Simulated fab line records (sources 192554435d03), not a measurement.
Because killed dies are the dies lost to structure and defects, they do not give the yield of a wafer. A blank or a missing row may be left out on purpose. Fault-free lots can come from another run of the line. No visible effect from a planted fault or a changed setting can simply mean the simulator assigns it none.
fab line records	flow n5-finfet
[record] lots = 10	wafers = 30	last-day = 18
route steps=1938 shown DUMMY_GATE@233 SPACER0@259 SD_EPI_N@270 BEOL_M4@1111 PASSIVATION@1936
lots that met no fault: taken from a fault-free run of the same line
start-h: hours from the record's first day to the start of the lot's first wafer shown	wait-h: hours since the lot's step before	" unchanged from the row above	L1.1+2: a single row standing in for several wafers	- no value present, or no start provided	* or withheld: withheld	< > ~ a bound
route shown NAME@n: NAME is a module with steps in the file, n the number in the route of the first one	usual: mean/standard deviation of fault-free wafers	same: alike in all rows	chamber/n: place in a boat	sites: per-site readings	_std_site: standard deviation of those values	_edge_site: inner sites' mean taken away from outer sites' mean	radius-mm: for every site, how far away it sits from the centre of the wafer	mask NAME#n: copy n	behind: the tool/chamber that last shaped the wafer	hold: why the lot went on hold/how many hours it stayed there/how the hold came to an end	device: whichever transistor did not switch (one of n, p or np)	end of line: tests run on the same wafers once the route is complete	where a step has no rows: the recipe by itself	killed: the dies lost at the first sort to structure and to defects; this is not the yield of the wafer	map: a wafer's dies, marking killed ones x, the rest . and places with no die _
set.NAME: the setting as run; set.NAME@STEP: as run at that earlier step	model.NAME: the simulator's own value behind a step, which no gauge read
one table for each step of the route and one row for each wafer, over a sample of lots
services: when a tool's chamber went out of use (start-h, in hours from the record's first day, below 0 if earlier), for how many hours, and the reason
[[steps]]
[step N5_DUMMY_GATE_INSPECT_17]
[recipe] mode = adi	inspect-instrument = brightfield
[usual] raw-defect-count = 191/46
lot.wafer	tool	chamber	start-h	wait-h	raw-defect-count
L837.1	defect-inspect-02	-	52.46	0.1	178
L837.4	"	-	"	"	235
L837.5	"	-	"	"	216
L838.1	defect-inspect-02	-	58.44	0.1	303
L838.5	"	-	"	"	150
L838.6	"	-	"	"	231
L839.2	defect-inspect-02	-	66.26	0.0	168
L839.3	"	-	"	"	184
L839.6	"	-	"	"	186
L844.1	defect-inspect-01	-	96.74	0.1	200
L844.2	"	-	"	"	229
L844.6	"	-	"	"	205
L846.1	defect-inspect-01	-	109.67	0.1	133
L846.2	"	-	"	"	157
L846.5	"	-	"	"	231
L850.1	defect-inspect-01	-	131.53	0.1	137
L850.2	"	-	"	"	177
L850.5	"	-	"	"	178
L851.1	defect-inspect-02	-	137.41	0.1	193
L851.2	"	-	"	"	129
L851.5	"	-	"	"	248
L854.1	defect-inspect-02	-	154.00	0.1	163
L854.3	"	-	"	"	137
L854.5	"	-	"	"	177
L855.3	defect-inspect-01	-	159.08	0.0	139
L855.5	"	-	"	"	232
L855.6	"	-	"	"	201
L857.2	defect-inspect-01	-	172.84	0.0	216
L857.5	"	-	"	"	232
L857.6	"	-	"	"	175
[step N5_DUMMY_GATE_ETCH_29]
[recipe] chemistry = N2/H2	target = underlayer	target-depth-a = 130	ion-energy-ev = 200	pressure-mtorr = 30	source-w = 840	bias-w = 150	n2-flow-sccm = 200	h2-flow-sccm = 200
[usual] drypump-motor-current-A = 5.54/0.29	oes-product-au = 0.79/0.071	rf-vpp-V = 523.5/2.6	showerhead-plenum-p-Torr = 2.53/0.091	throttle-valve-pct = 17.85/0.28
lot.wafer	tool	chamber	start-h	wait-h	drypump-motor-current-A	oes-product-au	rf-hours-counter-h	rf-vpp-V	showerhead-plenum-p-Torr	throttle-valve-pct
L837.1	rie-diel-03	1	52.55	0.0	5.23	0.81	99	519.5	2.35	17.48
L837.4	"	3	"	"	5.70	0.73	186	521.1	2.53	18.16
L837.5	"	1	"	"	5.23	0.81	-	518.7	2.35	17.46
L838.1	rie-diel-01	0	58.54	0.0	5.09	0.88	40	524.6	2.59	17.91
L838.5	"	3	"	"	5.67	0.81	-	521.3	2.47	17.67
L838.6	"	2	"	"	5.68	0.74	-	523.0	2.54	18.02
L839.2	rie-diel-06	2	66.36	0.0	5.94	0.84	72	527.8	2.69	17.74
L839.3	"	1	"	"	5.96	0.66	248	526.9	2.61	18.02
L839.6	"	1	"	"	5.95	0.67	-	524.9	2.61	18.03
L844.1	rie-diel-03	0	96.84	0.0	5.58	0.74	180	523.2	2.52	17.60
L844.2	"	2	"	"	5.28	0.76	144	524.2	2.55	18.34
L844.6	"	2	"	"	5.30	0.76	-	523.4	2.55	18.32
L846.1	rie-diel-01	3	109.77	0.0	5.67	0.79	107	522.9	2.47	17.70
L846.2	"	2	"	"	5.71	0.73	189	524.5	2.53	18.06
L846.5	"	2	"	"	5.69	0.72	-	524.0	2.53	18.06
L850.1	rie-diel-03	2	131.62	0.0	5.30	0.75	155	524.9	2.54	18.36
L850.2	"	3	"	"	5.70	0.71	209	523.3	2.52	18.20
L850.5	"	3	"	"	5.74	0.71	-	522.9	2.52	18.18
L851.1	rie-diel-03	3	137.51	0.0	5.70	0.71	211	523.9	2.52	18.20
L851.2	"	1	"	"	5.22	0.79	123	517.7	2.34	17.51
L851.5	"	2	"	"	5.32	0.75	-	525.4	2.54	18.36
L854.1	rie-diel-06	3	154.10	0.0	5.05	0.72	206	518.7	2.42	17.99
L854.3	"	2	"	"	5.97	0.80	98	528.2	2.68	17.80
L854.5	"	0	"	"	5.48	0.90	-	523.6	2.59	17.51
L855.3	rie-diel-03	1	159.18	0.0	5.23	0.78	129	518.5	2.34	17.54
L855.5	"	1	"	"	5.18	0.78	-	518.5	2.34	17.52
L855.6	"	3	"	"	5.70	0.70	-	523.3	2.52	18.20
L857.2	rie-diel-03	2	172.94	0.0	5.31	0.75	164	522.6	2.54	18.38
L857.5	"	0	"	"	5.57	0.73	-	522.5	2.52	17.64
L857.6	"	3	"	"	5.71	0.71	-	522.6	2.52	18.21
[step N5_SPACER0_ALD_00]
[recipe] material = SiOCN	target-thk-a = 35	temp-c = 400	ald-precursor-family = alkyl-aminosilane	ald-co-reactant = O2/N2-plasma	pulse-time-s = 3	purge-time-s = 2	co-reactant-purge-time-s = 2	ald-cycles = 58	pressure-torr = 2
[usual] ald-cycles = 58/0	heater-power-w = 856/100	precursor-pulse-height-rel = 1.001/0.019
lot.wafer	tool	chamber	start-h	wait-h	ald-cycles	heater-power-w	precursor-pulse-height-rel
L837.1	ald-sin-03	2	53.97	0.1	58	939	1.009
L837.4	"	0	"	"	58	744	0.978
L837.5	"	3	"	"	58	1044	1.003
L838.1	ald-sin-01	0	59.86	0.1	58	773	1.022
L838.5	"	2	"	"	58	776	1.015
L838.6	"	1	"	"	58	899	0.978
L839.2	ald-sin-03	0	67.78	0.1	58	720	0.997
L839.3	"	1	"	"	58	695	1.014
L839.6	"	3	"	"	58	1044	0.976
L844.1	ald-sin-01	2	98.75	0.1	58	814	0.996
L844.2	"	3	"	"	58	763	0.997
L844.6	"	0	"	"	58	734	1.019
L846.1	ald-sin-02	1	111.27	0.1	58	878	1.006
L846.2	"	2	"	"	58	991	1.004
L846.5	"	1	"	"	58	885	1.015
L850.1	ald-sin-01	2	132.97	0.1	58	782	0.977
L850.2	"	1	"	"	50	919	0.994
L850.5	"	3	"	"	58	782	0.986
L851.1	ald-sin-01	1	138.80	0.1	50	899	1.006
L851.2	"	2	"	"	58	786	1.012
L851.5	"	2	"	"	58	773	0.977
L854.1	ald-sin-02	2	155.37	0.1	58	973	1.009
L854.3	"	0	"	"	58	728	0.981
L854.5	"	2	"	"	58	971	1.008
L855.3	ald-sin-02	0	160.70	0.1	58	758	0.976
L855.5	"	1	"	"	58	867	0.988
L855.6	"	2	"	"	58	1006	1.029
L857.2	ald-sin-03	3	174.34	0.1	58	1006	1.001
L857.5	"	0	"	"	58	748	0.992
L857.6	"	3	"	"	58	1051	0.995
[step N5_SD_EPI_N_CD_MEAS_09]
[recipe] target-cd-nm = 120	landing-energy-ev = 500	detector = se-inlens
[usual] cd-nm = 120.2/0.48
lot.wafer	tool	chamber	start-h	wait-h	cd-nm
L837.1	cd-sem-02	0	54.66	-	121.0
L837.4	"	0	"	"	120.8
L837.5	"	0	"	"	121.1
L838.1	cd-sem-02	0	60.55	-	119.6
L838.5	"	0	"	"	119.7
L838.6	"	0	"	"	119.8
L839.2	cd-sem-02	0	68.59	-	119.8
L839.3	"	0	"	"	120.4
L839.6	"	0	"	"	119.8
L844.1	cd-sem-01	0	99.57	-	120.2
L844.2	"	0	"	"	119.9
L844.6	"	0	"	"	119.8
L846.1	cd-sem-01	0	111.96	-	120.2
L846.2	"	0	"	"	120.1
L846.5	"	0	"	"	119.9
L850.1	cd-sem-02	0	133.80	-	119.5
L850.2	"	0	"	"	119.6
L850.5	"	0	"	"	119.2
L851.1	cd-sem-03	0	139.62	-	120.5
L851.2	"	0	"	"	119.7
L851.5	"	0	"	"	120.0
L854.1	cd-sem-03	0	156.06	-	120.4
L854.3	"	0	"	"	120.2
L854.5	"	0	"	"	119.6
L855.3	cd-sem-03	0	161.39	-	120.3
L855.5	"	0	"	"	120.4
L855.6	"	0	"	"	120.0
L857.2	cd-sem-03	0	175.03	-	120.0
L857.5	"	0	"	"	121.2
L857.6	"	0	"	"	119.8
[step N5_BEOL_M4_RC_MEAS_101]
[usual] DIBL_N = 35.9/1.3	DIBL_P = 35.9/1.5	IOFF_N = 0.152/0.023	IOFF_P = 0.204/0.027	ION_N = 673/9.2	ION_P = 462/6.7	REXT_N = 74.9/1.8	SS_N = 71.4/0.48	SS_P = 73.2/0.55	VT_N = 250.3/2.6	VT_P = -250.6/3
lot.wafer	tool	chamber	start-h	wait-h	DIBL_N[mV/V]	DIBL_P[mV/V]	IOFF_N[nA/um]	IOFF_P[nA/um]	ION_N[uA/um]	ION_P[uA/um]	REXT_N[ohm.um]	SS_N[mV/dec]	SS_P[mV/dec]	VT_N[mV]	VT_P[mV]
L837.1	prober-01	0	186.74	0.0	35.9	36.2	0.177	0.208	682	458	73.4	71.3	73.9	246.9	-250.4
L837.4	"	0	"	"	35.3	35.8	0.163	0.198	679	459	73.6	71.8	73.7	248.9	-251.5
L837.5	"	0	"	"	34.9	36.1	0.159	0.204	676	464	74.3	70.8	73.1	248.7	-252.7
L838.1	prober-02	0	188.38	0.0	33.8	34.7	0.143	0.199	667	461	74.2	71.0	72.4	250.9	-250.0
L838.5	"	0	"	"	33.5	34.5	0.133	0.186	672	464	75.5	71.5	72.5	250.1	-250.8
L838.6	"	0	"	"	33.9	35.1	0.139	0.199	663	464	75.2	70.9	72.8	250.9	-250.2
L839.2	prober-02	0	210.39	0.2	36.5	37.3	0.167	0.198	677	461	77.4	70.8	74.3	249.8	-253.7
L839.3	"	0	"	"	35.0	36.3	0.150	0.182	679	452	77.9	71.0	73.0	252.0	-254.3
L839.6	"	0	"	"	36.1	37.1	0.163	0.197	680	462	77.8	71.5	73.2	248.3	-251.2
L844.1	prober-01	0	238.39	0.0	36.2	35.5	0.162	0.209	687	467	73.7	71.6	73.1	246.1	-248.9
L844.2	"	0	"	"	37.4	37.4	0.183	0.233	680	468	73.9	71.8	74.2	245.8	-249.6
L844.6	"	0	"	"	36.8	36.7	0.175	0.224	690	469	74.5	70.5	73.0	247.4	-248.3
L846.1	prober-02	0	247.96	0.3	38.2	38.8	0.225	0.247	690	467	72.6	71.5	74.1	242.7	-248.1
L846.2	"	0	"	"	37.6	37.3	0.206	0.217	678	458	72.2	71.8	73.2	244.2	-253.5
L846.5	"	0	"	"	36.9	36.6	0.182	0.209	682	458	72.8	71.3	72.6	246.1	-251.4
L850.1	prober-01	0	271.93	0.0	33.9	35.3	0.152	0.208	688	474	73.3	71.3	72.8	248.7	-248.8
L850.2	"	0	"	"	36.7	38.4	0.202	0.301	700	488	70.3	71.4	73.7	246.0	-240.8
L850.5	"	0	"	"	33.2	34.6	0.136	0.201	681	471	74.8	70.4	72.7	250.0	-249.4
L851.1	prober-02	0	278.09	0.0	40.2	37.0	0.184	0.211	697	470	67.0	71.6	73.0	247.0	-250.3
L851.2	"	0	"	"	39.0	36.7	0.163	0.193	689	463	71.7	71.4	73.7	248.7	-253.3
L851.5	"	0	"	"	36.4	33.5	0.121	0.149	669	452	72.3	71.3	72.6	252.4	-252.7
L854.1	prober-02	0	302.23	0.0	34.5	36.0	0.143	0.198	681	470	78.1	71.5	73.3	252.2	-248.9
L854.3	"	0	"	"	33.8	35.6	0.137	0.187	665	466	76.7	71.2	73.1	253.1	-253.0
L854.5	"	0	"	"	35.7	37.6	0.164	0.223	681	467	76.7	71.5	73.5	249.4	-251.9
L855.3	prober-01	0	305.57	0.3	36.5	36.4	0.174	0.228	688	471	74.9	71.9	72.9	246.3	-248.1
L855.5	"	0	"	"	35.8	35.8	0.162	0.218	681	469	75.7	72.0	72.9	248.6	-249.2
L855.6	"	0	"	"	36.4	36.3	0.172	0.228	677	468	74.6	71.1	72.5	245.5	-247.2
L857.2	prober-02	0	313.59	0.2	35.1	35.8	0.128	0.167	669	455	73.2	71.1	73.3	255.3	-254.2
L857.5	"	0	"	"	35.0	36.8	0.132	0.175	668	454	73.2	71.7	73.4	253.2	-253.3
L857.6	"	0	"	"	35.1	36.6	0.138	0.171	672	456	73.1	71.8	73.2	252.9	-257.5
[step N5_PASSIVATION_PROBE_49]
[usual] defect-limited-yield = 91.0/1.5	killed_at_M0_to_M3 = 37/12	killed_at_M4_up = 13/5	killed-at-contacts = 13/6.1	killed-at-front-end = 39/11	killed-at-other = 4/3.2	killed-dies = 106/17	killed-open = 69/12	killed-short = 35/7.9	sort_bin_5_function = 5.3/1	sort_bin_6_memory = 3.3/0.68	sort-n-pass = 1074/17	sort-yield-pct = 91.0/1.5
[same] gross-dies = 1180	killed-at-back-side = 0	sort_bin_4_leakage[%] = 0	sort_bin_8_speed[%] = 0
lot.wafer	tool	chamber	start-h	wait-h	defect-limited-yield[%]	killed_at_M0_to_M3	killed_at_M4_up	killed-at-contacts	killed-at-front-end	killed-at-other	killed-dies	killed-open	killed-short	sort_bin_5_function[%]	sort_bin_6_memory[%]	sort-n-pass	sort-yield-pct[%]
L846.2	prober-01	-	361.50	0.1	92.2	24	3	15	50	0	92	56	36	4.7	2.8	1088	92.2
L850.1	prober-02	-	384.07	0.0	92.7	29	11	13	33	0	86	61	24	4.8	2.1	1094	92.7
L850.2	prober-02	-	384.12	0.1	91.1	22	18	23	39	3	105	78	26	4.6	4.1	1075	91.1
L850.5	prober-02	-	384.27	0.2	92.5	35	11	9	34	0	89	59	29	4.3	3.1	1091	92.5
L857.5	prober-02	-	426.49	0.2	91.8	32	13	21	29	2	97	71	23	5.0	3.1	1083	91.8
L857.6	prober-02	-	426.54	0.3	92.4	31	6	19	33	1	90	59	31	4.7	2.8	1090	92.4
// killed by level:class
L846.2 FIN_SAQP:geometric-particle:open=15 FIN_SAQP:geometric-particle:short=14 MOL_CONTACT_COAG:geometric-particle:open=14 BEOL_M0_SAQP:geometric-particle:short=7 STI_FIN_REVEAL:geometric-particle:open=6 BEOL_M0_SAQP:geometric-particle:open=6 GATE_CUT:geometric-particle:short=4 GATE_CUT:geometric-particle:open=3
L850.1 BEOL_M2:geometric-particle:open=13 MOL_CONTACT_COAG:geometric-particle:open=11 FIN_SAQP:geometric-particle:open=6 FIN_SAQP:geometric-particle:short=6 STI_FIN_REVEAL:geometric-particle:open=5 BEOL_M4:geometric-particle:open=5 DUMMY_GATE:geometric-particle:open=4 GATE_CUT:geometric-particle:short=4
L850.2 MOL_CONTACT_COAG:geometric-particle:open=19 BEOL_M0_SAQP:geometric-particle:open=10 FIN_SAQP:geometric-particle:open=9 BEOL_M4:geometric-particle:open=8 FIN_SAQP:geometric-particle:short=6 BEOL_M0_SAQP:geometric-particle:short=6 STARTING-WAFER:geometric-particle:open=5 STI_FIN_REVEAL:geometric-particle:open=4
L850.5 BEOL_M0_SAQP:geometric-particle:short=9 BEOL_M0_SAQP:geometric-particle:open=9 BEOL_M3:geometric-particle:open=8 STI_FIN_REVEAL:geometric-particle:open=7 MOL_CONTACT_COAG:geometric-particle:open=6 FIN_SAQP:geometric-particle:open=5 DUMMY_GATE:geometric-particle:open=4 ILD0:geometric-particle:open=4
L857.5 MOL_CONTACT_COAG:geometric-particle:open=19 FIN_SAQP:geometric-particle:open=9 BEOL_M2:geometric-particle:open=8 BEOL_M3:geometric-particle:open=6 GATE_CUT:geometric-particle:short=5 STI_FIN_REVEAL:geometric-particle:open=4 BEOL_M0_SAQP:geometric-particle:open=4 BEOL_M4:geometric-particle:open=4
L857.6 MOL_CONTACT_COAG:geometric-particle:open=15 FIN_SAQP:geometric-particle:open=10 BEOL_M2:geometric-particle:open=9 FIN_SAQP:geometric-particle:short=6 BEOL_M2:geometric-particle:short=6 BEOL_M0_SAQP:geometric-particle:short=5 BEOL_M0_SAQP:geometric-particle:open=5 GATE_CUT:geometric-particle:short=4
[[services]]
tool	chamber	start-h	hours	kind
rie-diel-06	1	71.11	-	clean
rie-diel-06	1	71.11	-	consumable-replace:focus-ring
rie-diel-06	1	71.11	17.6	scheduled-down
rie-diel-06	1	71.11	17.6	vent-cycle
ald-sin-01	-	83.81	14.6	pm
rie-diel-03	3	91.98	1.4	repair
rie-diel-03	-	110.52	4.3	pm
rie-diel-03	0	122.22	3.0	repair
rie-diel-03	0	125.87	9.6	repair
rie-diel-01	0	135.30	1.6	repair
ald-sin-03	2	138.47	10.7	repair
rie-diel-06	2	146.56	6.0	repair
rie-diel-03	2	152.31	9.3	repair
ald-sin-02	-	166.41	0.8	pm
[[key]]
[first-sign] step = N5_SPACER0_ALD_00	reading = ald-cycles	direction = down	sigmas = 99+	usual = *	struck = *
[effect] step = N5_BEOL_M4_RC_MEAS_101	reading = REXT_N	direction = down	sigmas = 3.5	usual = 74.9	struck = 68.7
[effect] step = N5_BEOL_M4_RC_MEAS_101	reading = ION_P	direction = up	sigmas = 2.5	usual = 462	struck = 479
met-at N5_SPACER0_ALD_00
struck-lots L850,L851
struck-wafers L850.2,L851.1
not-acting-at N5_DUMMY_GATE_INSPECT_17,N5_DUMMY_GATE_ETCH_29,N5_SD_EPI_N_CD_MEAS_09
onset-between 59.86 132.97
[fault] kind = process-parameter-drift	tool = ald-sin-01	chamber = 1	onset-h = 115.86	steps = N5_SPACER0_ALD_00	channel = ald-cycles	offset = *	shape = step	end-h = 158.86	acts-in = *	stated = *
